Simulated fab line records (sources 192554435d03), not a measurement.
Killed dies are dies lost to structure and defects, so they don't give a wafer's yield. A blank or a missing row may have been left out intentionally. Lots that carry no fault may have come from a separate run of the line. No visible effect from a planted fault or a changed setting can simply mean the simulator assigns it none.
Which tool is to blame?	flow n5 finfet	24 lots with 72 wafers sampled at 6 steps, on a route of 1938 steps

== WHAT EACH GAUGE READ, for each wafer ==
N5_BEOL_M7_OVL_MEAS_12.
lot	measured	on	M7_OVL (nm)
L074	day 8 13:27	overlay-02	-0.1 0.6 0.6
L075	day 8 22:17	overlay-01	-1.7 0.2 -0.3
L077	day 9 12:15	overlay-02	-0.5 1.2 0.0
L076	day 9 15:56	overlay-02	0.0 0.2 -0.3
L079	day 9 20:10	overlay-02	0.6 0.1 0.5
L078	day 10 04:55	overlay-01	-0.5 -0.3 0.6
L080	day 10 17:20	overlay-02	-1.2 -0.9 -0.7
L081	day 10 21:20	overlay-01	0.5 0.3 -0.3
L083	day 10 21:02	overlay-02	0.5 -0.6 0.5
L082	day 11 01:31	overlay-01	0.1 -0.7 0.7
L084	day 11 15:16	overlay-01	0.1 1.3 0.5
L085	day 11 20:26	overlay-02	1.1 0.0 1.7
L086	day 12 06:24	overlay-01	-0.1 -0.3 -0.3
L087	day 12 17:20	overlay-01	1.0 0.2 1.7
L089	day 12 17:35	overlay-02	-0.7 -0.6 -0.2
L088	day 13 00:31	overlay-01	0.8 -0.2 0.0
L090	day 13 12:40	overlay-02	0.2 -0.6 0.1
L091	day 13 21:17	overlay-01	0.3 0.5 -0.4
L094	day 14 06:01	overlay-02	-0.6 -0.6 -0.4
L093	day 14 04:23	overlay-01	-0.9 -0.4 -0.1
L095	day 14 11:52	overlay-01	-0.5 0.3 1.5
L092	day 14 20:38	overlay-01	-0.3 0.4 -0.2
L096	day 15 00:00	overlay-02	0.2 -0.4 -0.7
L097	day 15 19:22	overlay-01	-0.8 -0.2 -1.0

N5_BEOL_M7_THK_MEAS_53: measures by xrf.
lot	measured	on	M7_THK (nm)
L074	day 8 22:38	film metro-01	81.8 80.7 82.4
L075	day 9 05:31	film metro-01	79.3 77.7 81.2
L077	day 9 17:32	film metro-02	81.0 78.5 78.5
L076	day 9 21:01	film metro-02	79.0 78.5 82.3
L079	day 10 02:20	film metro-01	78.3 80.2 77.2
L078	day 10 11:19	film metro-01	80.3 80.2 79.5
L080	day 10 22:13	film metro-01	82.6 81.1 81.4
L081	day 11 02:51	film metro-02	81.7 81.4 81.1
L083	day 11 01:15	film metro-02	82.7 77.2 82.5
L082	day 11 07:49	film metro-01	81.1 76.4 80.9
L084	day 11 21:43	film metro-01	77.0 79.8 81.4
L085	day 12 02:17	film metro-02	82.2 80.7 79.8
L086	day 12 14:58	film metro-01	81.7 79.8 82.0
L087	day 12 21:37	film metro-01	80.4 81.8 81.9
L089	day 12 21:53	film metro-01	81.5 81.6 80.4
L088	day 13 06:19	film metro-01	80.7 78.9 81.9
L090	day 13 20:56	film metro-01	80.1 82.6 79.7
L091	day 14 01:16	film metro-01	81.2 81.5 81.3
L094	day 14 11:26	film metro-02	84.0 82.1 81.7
L093	day 14 10:11	film metro-01	82.2 83.1 82.3
L095	day 14 18:19	film metro-02	84.5 80.7 81.7
L092	day 15 01:32	film metro-01	79.6 78.0 81.3
L096	day 15 09:59	film metro-02	82.3 81.9 81.7
L097	day 16 01:55	film metro-02	82.1 83.7 83.5

== TOOL THAT RAN EACH LOT (tool first, then ch and the chambers of the sampled wafers, then the start) ==
lot	N5_BEOL_M6_DESCUM_16	N5_BEOL_M6_STRIP_19	N5_BEOL_M6_DESCUM_33	N5_BEOL_M7_ANNEAL_51
L074	rie diel-01 ch 1,2,3, day 8 06:04	rie diel-05 ch 1,2,3, day 8 06:27	rie diel-01 ch 0,1,2, day 8 08:16	rtp anneal-01 ch 0, day 8 22:02
L075	rie diel-01 ch 1,3, day 8 13:47	rie diel-01 ch 0,1,3, day 8 14:23	rie diel-02 ch 1,2, day 8 17:39	rtp anneal-01 ch 0, day 9 04:55
L077	rie diel-02 ch 2,3, day 9 05:27	rie diel-02 ch 0,2,3, day 9 05:52	rie diel-02 ch 1,2,3, day 9 06:35	rtp anneal-02 ch 0, day 9 17:05
L076	rie diel-01 ch 1,2,3, day 9 08:24	rie diel-01 ch 1,3, day 9 08:47	rie diel-05 ch 0,3, day 9 10:20	rtp anneal-02 ch 0, day 9 20:31
L079	rie diel-05 ch 0,1,3, day 9 13:07	rie diel-02 ch 0,1,2, day 9 13:29	rie diel-01 ch 1,2,3, day 9 14:48	rtp anneal-01 ch 0, day 10 01:44
L078	rie diel-05 ch 0,2,3, day 9 20:54	rie diel-01 ch 0,3, day 9 21:25	rie diel-02 ch 0,1,3, day 9 22:56	rtp anneal-01 ch 0, day 10 10:43
L080	rie diel-05 ch 0,1, day 10 11:28	rie diel-02 ch 0,1,2, day 10 11:52	rie diel-01 ch 0,2, day 10 12:22	rtp anneal-02 ch 0, day 10 21:40
L081	rie diel-02 ch 1,3, day 10 13:40	rie diel-05 ch 0,1,3, day 10 14:11	rie diel-05 ch 0,1,2, day 10 16:11	rtp anneal-01 ch 0, day 11 02:18
L083	rie diel-02 ch 0,1,3, day 10 14:21	rie diel-01 ch 0,1,3, day 10 14:50	rie diel-02 ch 0,2,3, day 10 16:10	rtp anneal-01 ch 0, day 11 00:38
L082	rie diel-05 ch 0,2, day 10 18:53	rie diel-01 ch 1,2, day 10 19:17	rie diel-01 ch 0,1,2, day 10 19:54	rtp anneal-02 ch 0, day 11 07:13
L084	rie diel-01 ch 0,1,3, day 11 06:08	rie diel-01 ch 1,3, day 11 06:31	rie diel-02 ch 0,1,3, day 11 07:16	rtp anneal-01 ch 0, day 11 21:07
L085	rie diel-05 ch 0,2,3, day 11 13:37	rie diel-02 ch 1,2,3, day 11 14:04	rie diel-01 ch 1,2,3, day 11 14:34	rtp anneal-02 ch 0, day 12 01:41
L086	rie diel-05 ch 2,3, day 11 19:43	rie diel-05 ch 0,1,2, day 11 20:06	rie diel-01 ch 1,2,3, day 11 23:43	rtp anneal-02 ch 0, day 12 14:28
L087	rie diel-01 ch 0,1,3, day 12 07:46	rie diel-01 ch 0,2,3, day 12 08:09	rie diel-01 ch 1,2,3, day 12 10:22	rtp anneal-02 ch 0, day 12 21:04
L089	rie diel-02 ch 0,1, day 12 10:31	rie diel-01 ch 0,1,3, day 12 10:55	rie diel-01 ch 0,1,2, day 12 12:38	rtp anneal-02 ch 0, day 12 21:20
L088	rie diel-05 ch 0,1,3, day 12 16:01	rie diel-05 ch 1,3, day 12 16:53	rie diel-02 ch 0,1,3, day 12 17:52	rtp anneal-02 ch 0, day 13 05:48
L090	rie diel-05 ch 0,2,3, day 13 04:35	rie diel-02 ch 0,1,3, day 13 05:02	rie diel-02 ch 0,1,3, day 13 06:13	rtp anneal-02 ch 0, day 13 20:20
L091	rie diel-01 ch 1,2,3, day 13 13:53	rie diel-01 ch 0,3, day 13 14:17	rie diel-02 ch 0,2,3, day 13 17:27	rtp anneal-02 ch 0, day 14 00:40
L094	rie diel-05 ch 1,2, day 13 17:29	rie diel-01 ch 0,2,3, day 13 17:52	rie diel-01 ch 0,2,3, day 13 23:16	rtp anneal-02 ch 0, day 14 10:40
L093	rie diel-05 ch 0,2,3, day 13 20:54	rie diel-02 ch 0,1,3, day 13 21:17	rie diel-05 ch 0,2,3, day 13 23:01	rtp anneal-02 ch 0, day 14 09:38
L095	rie diel-01 ch 0,2, day 14 03:45	rie diel-05 ch 1,2,3, day 14 04:08	rie diel-01 ch 1,2,3, day 14 05:31	rtp anneal-02 ch 0, day 14 17:43
L092	rie diel-01 ch 0,1,3, day 14 10:57	rie diel-05 ch 0,1,3, day 14 11:22	rie diel-02 ch 0,1,2, day 14 13:44	rtp anneal-01 ch 0, day 15 00:56
L096	rie diel-01 ch 1,2,3, day 14 17:59	rie diel-02 ch 0,1,2, day 14 18:28	rie diel-02 ch 0,3, day 14 19:30	rtp anneal-02 ch 0, day 15 09:22
L097	rie diel-05 ch 0,3, day 15 09:32	rie diel-02 ch 0,3, day 15 10:03	rie diel-02 ch 1,2, day 15 12:01	rtp anneal-02 ch 0, day 16 01:22
- N5_BEOL_M6_DESCUM_16: chemistry O2, time 7.9 s.
- N5_BEOL_M6_STRIP_19: strips in O2.
- N5_BEOL_M6_DESCUM_33: chemistry O2, time 7 s.
- N5_BEOL_M7_ANNEAL_51: time 90 s.

== AS READ BY THE TOOLS THEMSELVES (means over the sampled wafers that have a number; for cases with no such wafer, the mark the record gives instead) ==
N5_BEOL_M6_DESCUM_16.
lot	tool	drypump motor current A (A)	o2 flow sccm (sccm)	oes product au (a.u.)	rf vpp V (V)	showerhead plenum p Torr (Torr)	throttle valve pct (%)
L074	rie diel-01	5.5	225.0	0.82	243.8	2.14	20.43
L075	rie diel-01	5.7	224.0	0.81	243.8	2.15	20.71
L077	rie diel-02	5.6	224.2	0.78	243.5	2.14	20.45
L076	rie diel-01	5.5	224.8	0.81	244.2	2.14	20.44
L079	rie diel-05	5.4	225.1	0.81	243.8	2.12	20.44
L078	rie diel-05	5.2	225.0	0.90	243.3	2.10	20.38
L080	rie diel-05	5.5	225.0	0.81	243.1	2.09	20.40
L081	rie diel-02	5.0	225.6	0.77	243.4	2.18	20.57
L083	rie diel-02	5.0	225.1	0.76	244.1	2.14	20.50
L082	rie diel-05	5.3	225.5	0.88	242.0	2.06	20.36
L084	rie diel-01	5.8	224.4	0.86	244.7	2.17	20.52
L085	rie diel-05	5.2	224.5	0.87	241.7	2.10	20.41
L086	rie diel-05	5.2	224.8	0.90	244.0	2.13	20.29
L087	rie diel-01	5.8	225.4	0.83	244.6	2.17	20.53
L089	rie diel-02	4.9	224.7	0.76	243.7	2.17	20.52
L088	rie diel-05	5.4	225.6	0.79	244.0	2.11	20.48
L090	rie diel-05	5.2	224.8	0.84	242.3	2.09	20.44
L091	rie diel-01	5.5	225.3	0.76	243.2	2.13	20.50
L094	rie diel-05	5.3	224.8	0.85	244.5	2.16	20.19
L093	rie diel-05	5.2	225.7	0.84	243.4	2.09	20.44
L095	rie diel-01	5.7	225.2	0.86	244.1	2.16	20.09
L092	rie diel-01	5.8	224.5	0.82	244.5	2.16	20.55
L096	rie diel-01	5.5	225.4	0.76	242.8	2.12	20.52
L097	rie diel-05	5.2	225.1	0.80	243.2	2.08	20.63

N5_BEOL_M6_STRIP_19.
lot	tool	drypump motor current A (A)	o2 flow sccm (sccm)	oes product au (a.u.)	rf vpp V (V)	showerhead plenum p Torr (Torr)	throttle valve pct (%)
L074	rie diel-05	5.3	224.9	0.77	3.4	2.17	16.68
L075	rie diel-01	5.8	225.6	0.78	4.0	2.10	16.90
L077	rie diel-02	5.5	225.4	0.78	3.4	2.13	16.62
L076	rie diel-01	5.7	224.9	0.80	3.6	2.15	16.94
L079	rie diel-02	5.4	225.4	0.80	3.2	2.17	16.60
L078	rie diel-01	5.8	224.5	0.85	3.7	2.15	16.78
L080	rie diel-02	5.4	224.7	0.79	4.1	2.17	16.61
L081	rie diel-05	5.4	225.0	0.80	3.8	2.12	16.68
L083	rie diel-01	5.8	225.2	0.86	3.9	2.18	16.74
L082	rie diel-01	5.5	224.2	0.83	3.4	2.18	16.66
L084	rie diel-01	5.7	224.7	0.82	3.9	2.18	16.92
L085	rie diel-02	5.5	225.0	0.77	3.1	2.17	16.69
L086	rie diel-05	5.4	225.0	0.84	3.5	2.13	16.54
L087	rie diel-01	5.6	225.1	0.82	3.7	2.13	16.57
L089	rie diel-01	5.8	224.9	0.83	4.2	2.17	16.77
L088	rie diel-05	5.3	225.2	0.78	3.5	2.15	16.76
L090	rie diel-02	5.0	224.1	0.73	3.4	2.13	16.77
L091	rie diel-01	5.8	225.0	0.79	3.6	2.13	16.84
L094	rie diel-01	5.6	224.5	0.80	3.5	2.13	16.59
L093	rie diel-02	5.0	224.7	0.73	3.9	2.13	16.78
L095	rie diel-05	5.3	224.5	0.81	3.9	2.16	16.61
L092	rie diel-05	5.4	225.2	0.79	4.1	2.11	16.73
L096	rie diel-02	5.4	225.2	0.75	3.9	2.16	16.68
L097	rie diel-02	5.0	225.3	0.72	3.7	2.09	16.77

N5_BEOL_M6_DESCUM_33.
lot	tool	drypump motor current A (A)	o2 flow sccm (sccm)	oes product au (a.u.)	rf vpp V (V)	showerhead plenum p Torr (Torr)	throttle valve pct (%)
L074	rie diel-01	5.6	225.6	0.80	244.0	2.09	20.39
L075	rie diel-02	5.9	225.2	0.82	244.5	2.20	20.32
L077	rie diel-02	5.5	224.9	0.79	244.9	2.17	20.44
L076	rie diel-05	5.2	223.8	0.84	243.1	2.09	20.57
L079	rie diel-01	5.5	225.4	0.81	243.8	2.14	20.45
L078	rie diel-02	5.0	224.6	0.76	243.1	2.14	20.50
L080	rie diel-01	5.8	224.4	0.92	244.5	2.17	20.06
L081	rie diel-05	5.4	225.2	0.86	242.5	2.13	20.27
L083	rie diel-02	5.5	225.2	0.77	243.0	2.13	20.40
L082	rie diel-01	5.7	225.2	0.87	245.5	2.17	20.23
L084	rie diel-02	5.0	225.3	0.75	244.6	2.14	20.53
L085	rie diel-01	5.5	225.0	0.78	244.3	2.13	20.48
L086	rie diel-01	5.5	224.7	0.78	243.8	2.13	20.49
L087	rie diel-01	5.5	225.6	0.78	244.0	2.13	20.49
L089	rie diel-01	5.6	225.0	0.84	244.8	2.17	20.26
L088	rie diel-02	5.0	224.6	0.74	243.7	2.13	20.53
L090	rie diel-02	5.0	224.8	0.74	243.7	2.13	20.55
L091	rie diel-02	5.5	226.1	0.76	243.7	2.12	20.45
L094	rie diel-01	5.6	225.7	0.80	244.4	2.12	20.32
L093	rie diel-05	5.2	225.0	0.84	243.4	2.09	20.44
L095	rie diel-01	5.5	225.1	0.77	243.8	2.12	20.51
L092	rie diel-02	5.4	225.1	0.77	244.0	2.15	20.44
L096	rie diel-02	5.1	224.8	0.72	243.6	2.09	20.56
L097	rie diel-02	5.4	224.5	0.75	243.7	2.19	20.51

N5_BEOL_M7_ANNEAL_51.
lot	tool	anneal temp c max	wafer_temp_C_max
L074	rtp anneal-01	226.0	225.9
L075	rtp anneal-01	226.1	225.7
L077	rtp anneal-02	226.8	226.6
L076	rtp anneal-02	226.7	226.5
L079	rtp anneal-01	226.0	226.0
L078	rtp anneal-01	226.2	225.9
L080	rtp anneal-02	226.6	226.6
L081	rtp anneal-01	226.1	225.8
L083	rtp anneal-01	226.0	226.1
L082	rtp anneal-02	226.6	226.6
L084	rtp anneal-01	225.9	225.8
L085	rtp anneal-02	226.6	226.9
L086	rtp anneal-02	226.3	226.5
L087	rtp anneal-02	226.7	226.8
L089	rtp anneal-02	226.4	226.8
L088	rtp anneal-02	226.7	226.4
L090	rtp anneal-02	226.5	227.0
L091	rtp anneal-02	226.3	226.5
L094	rtp anneal-02	226.7	226.5
L093	rtp anneal-02	226.5	227.1
L095	rtp anneal-02	226.7	226.6
L092	rtp anneal-01	226.1	225.5
L096	rtp anneal-02	226.6	226.3
L097	rtp anneal-02	226.7	227.0

== THE ANSWER, worked out from the rows above alone ==
Rule: the lots themselves supply what counts as usual. Put in order of their means at a reading, lots are off if they are a third of the lots or fewer, leave a main group of 4 or more, and stand apart from it by a gap of 3 or more times the standard deviation of the main group's means; of several such gaps the widest counts. A main group is skipped when, at the precision printed for the reading in the tables above, its means are all equal. Also off: a lot with no number at a reading for which 4 or more lots have one. Where the step has rows for the other lots, those lots are counted as sound. Order of review: gauges by route order, followed by the tools' own readings, for which a lot's mean as printed above is used. At the first step where some lot is off, the reading lying furthest off is the one used; lots without a number count as furthest.
None of the lots is off at any reading shown; this tells nothing.

== WHAT THE SIMULATOR HAD PUT IN ==
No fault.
